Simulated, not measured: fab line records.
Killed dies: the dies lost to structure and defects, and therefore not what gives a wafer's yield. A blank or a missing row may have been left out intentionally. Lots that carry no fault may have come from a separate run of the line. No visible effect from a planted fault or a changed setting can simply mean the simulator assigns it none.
Matching of chambers | flow nand-harc | rie-diel-11 running NHARC_P_M0_ETCH_34: 4 sister chambers
The step etches the open film in N2/H2, target depth 40 nm, overetch 12 nm, time 43.94 s. 8 wafers are shown with their chamber, then 12 later ones without.

WAFERS, EACH WITH ITS CHAMBER
wafer  | chamber | showerhead-plenum-p-Torr (Torr) | rf-vpp-V (V)
L085.4 | 2       | 2.13                            | 433.8
L086.6 | 2       | 2.13                            | 432.0
L087.1 | 3       | 2.14                            | 433.3
L087.3 | 0       | 2.19                            | 434.4
L087.5 | 1       | 1.97                            | 430.1
L088.2 | 0       | 2.19                            | 434.4
L088.4 | 1       | 1.97                            | 427.3
L088.6 | 3       | 2.13                            | 432.8

WAFERS WITHOUT THEIR CHAMBER
wafer  | showerhead-plenum-p-Torr (Torr) | rf-vpp-V (V)
L089.2 | 2.12                            | 433.7
L089.3 | 2.19                            | 435.5
L089.6 | 2.19                            | 434.1
L093.2 | 2.12                            | 434.8
L093.3 | 2.18                            | 432.6
L093.6 | 1.97                            | 430.0
L095.1 | 1.97                            | 426.6
L095.3 | 2.12                            | 433.5
L095.4 | 2.13                            | 432.7
L096.1 | 2.18                            | 435.5
L096.3 | 2.12                            | 431.5
L096.6 | 2.13                            | 434.2

CHAMBER TAKEN BY EACH
wafer  | from the rows above     | in truth
L089.2 | can't be placed: 2 or 3 | 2
L089.3 | 0                       | 0
L089.6 | 0                       | 0
L093.2 | can't be placed: 2 or 3 | 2
L093.3 | 0                       | 0
L093.6 | 1                       | 1
L095.1 | 1                       | 1
L095.3 | can't be placed: 2 or 3 | 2
L095.4 | can't be placed: 2 or 3 | 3
L096.1 | 0                       | 0
L096.3 | can't be placed: 2 or 3 | 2
L096.6 | can't be placed: 2 or 3 | 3
6 of 12 placed correctly. From these rows, 6 cannot be placed; in 6 the true chamber is one of the candidates. Number placed wrongly: 0.
How it was worked out, from the rows above alone: a wafer's distance from a chamber is the root of the sum, over the readings, of the square of ((its reading less the chamber's mean) divided by the reading's scatter). The wafer belongs to the nearest chamber; if the next one is less than 2 further off, it can't be placed. Each chamber's mean is taken over the wafers shown for it. The scatter: take each reading less its chamber's mean, square it, sum over the shown wafers, divide by the number of wafers less the number of chambers, and take the root.
